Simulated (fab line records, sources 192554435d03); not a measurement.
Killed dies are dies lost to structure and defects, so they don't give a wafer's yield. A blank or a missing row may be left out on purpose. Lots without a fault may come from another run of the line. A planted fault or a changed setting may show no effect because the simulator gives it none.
Chamber matching | flow n5_finfet | N5_GATE_CUT_HM_DEP_46 on pecvd-03: 3 sister chambers
The step deposits SiO2 from TEOS/O2, target thk 130 nm, time 26.6 s. 3 wafers are shown with their chamber, then 7 later ones without.

WAFERS WITH THEIR CHAMBER
wafer  | chamber | throttle_valve_pct (%)
L808.6 | 2       | 17.8
L811.1 | 1       | 19.7
L811.2 | 0       | 19.8

WAFERS WITHOUT THEIR CHAMBER
wafer  | throttle_valve_pct (%)
L811.3 | 17.4
L812.1 | 17.7
L812.4 | 19.7
L812.6 | 20.0
L816.1 | 19.9
L816.2 | 19.6
L816.4 | 19.6

WHICH CHAMBER EACH WENT THROUGH
wafer  | from the rows above     | in truth
L811.3 | 2                       | 2
L812.1 | 2                       | 2
L812.4 | can't be placed: 1 or 0 | 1
L812.6 | can't be placed: 0 or 1 | 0
L816.1 | can't be placed: 0 or 1 | 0
L816.2 | can't be placed: 1 or 0 | 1
L816.4 | can't be placed: 1 or 0 | 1
Placed correctly: 2 of 7. Can't be placed from these rows: 5 (the true chamber is among the candidates in 5). Placed wrongly: 0.
How it was worked out, from the rows above alone: a wafer's distance from a chamber is the root of the sum, over the readings, of the square of ((its reading less the chamber's mean) divided by the reading's scatter). The wafer belongs to the nearest chamber; if the next one is less than 2 further off, it can't be placed. A chamber's mean is the mean of its shown wafers. The scatter: with one shown wafer a chamber, the root of the mean of the squares of how far each hidden wafer lies from its nearest shown one.
